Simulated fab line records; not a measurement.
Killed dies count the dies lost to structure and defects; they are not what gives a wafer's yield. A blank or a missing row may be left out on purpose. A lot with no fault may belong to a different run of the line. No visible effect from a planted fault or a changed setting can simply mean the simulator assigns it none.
Chamber matching ; flow n5Finfet ; aldHk-02 running N5_HKMG_FIN_HK_ALD_01: 4 sister chambers
The step deposits HfO2, target thk 1.6 nm, pulse time 3 s, purge time 3 s. 16 wafers are shown with their chamber, then 8 later ones without.

== WAFERS PAIRED WITH THEIR CHAMBERS ==
wafer;chamber;precursorPulseHeightRel
L074.2;0;1.013
L074.3;2;0.990
L074.5;3;1.019
L081.2;3;0.979
L081.4;2;1.007
L081.5;0;1.026
L083.1;0;1.023
L083.2;2;0.982
L083.3;3;0.997
L085.1;1;1.005
L085.4;3;0.999
L085.5;0;1.026
L089.2;1;1.012
L089.3;2;1.021
L089.5;0;0.981
L091.3;0;1.040

SIGNATURES (averages over the wafers above)
reading;chamber 0;chamber 1;chamber 2;chamber 3;scatter within a chamber
precursorPulseHeightRel;1.01817;1.00850;1.00000;0.99850;0.0177
Rule: distance of a wafer from a chamber = root of the sum over the readings of ((wafer's reading minus chamber's mean) / reading's scatter) squared. The wafer belongs to the nearest chamber; if the next one is less than 2 further off, it can't be placed. The scatter is the square root of a quotient: the sum, over the shown wafers, of each reading's squared deviation from its chamber's mean, divided by wafers minus chambers.

== WAFERS WITH NO CHAMBER GIVEN ==
wafer;precursorPulseHeightRel
L091.4;1.022
L091.6;1.001
L094.2;1.010
L094.3;1.043
L094.4;1.020
L096.1;1.047
L096.2;1.012
L096.6;1.003

== CHAMBER TAKEN BY EACH ==
wafer;from the rows above;in truth
L091.4;can't be placed: 0 or 1 or 2 or 3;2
L091.6;can't be placed: 2 or 3 or 1 or 0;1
L094.2;can't be placed: 1 or 0 or 2 or 3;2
L094.3;can't be placed: 0 or 1 or 2 or 3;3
L094.4;can't be placed: 0 or 1 or 2 or 3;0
L096.1;can't be placed: 0 or 1 or 2 or 3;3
L096.2;can't be placed: 1 or 0 or 2 or 3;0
L096.6;can't be placed: 2 or 3 or 1 or 0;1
Correct placement for 0 of the 8. These rows do not allow placing 8 (true chamber among the candidates in 8). Wrongly placed: 0.
